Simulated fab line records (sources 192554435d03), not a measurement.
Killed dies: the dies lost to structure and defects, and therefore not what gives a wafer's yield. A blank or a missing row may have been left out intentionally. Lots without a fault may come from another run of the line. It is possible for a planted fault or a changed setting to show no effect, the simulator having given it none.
Matching of chambers    flow n5Finfet    N5_BEOL_M4_DESCUM_16 on rieDiel-01 has 4 sister chambers
The step chemistry O2, time 7 s. 4 wafers are shown with their chamber, then 9 later ones without.

== WAFERS, EACH WITH ITS CHAMBER ==
wafer   chamber  showerheadPlenumPTorr (Torr)
L087.1  2        2.01
L091.1  3        2.13
L091.2  0        2.08
L091.4  1        2.16

== WAFERS WITHOUT THEIR CHAMBER ==
wafer   showerheadPlenumPTorr (Torr)
L095.1  2.16
L095.3  2.08
L095.6  2.01
L094.2  2.16
L094.4  2.01
L094.5  2.16
L097.1  2.12
L097.4  2.16
L097.6  2.01

== CHAMBER TAKEN BY EACH ==
wafer   from the rows above  in truth
L095.1  1                    1
L095.3  0                    0
L095.6  2                    2
L094.2  1                    1
L094.4  2                    2
L094.5  1                    1
L097.1  3                    3
L097.4  1                    1
L097.6  2                    2
Correctly placed: 9 of 9. Not placeable from these rows: 0. Placed wrongly: 0.
How it was worked out, from the rows above alone: a wafer's distance from a chamber is the root of the sum, over the readings, of the square of ((its reading less the chamber's mean) divided by the reading's scatter). If the next closest chamber is less than 2 further off than the closest, the wafer can't be placed; otherwise it belongs to the closest. Each chamber's mean is taken over the wafers shown for it. The scatter: root of mean squared gap, hidden wafer to nearest shown wafer, with one shown wafer a chamber.
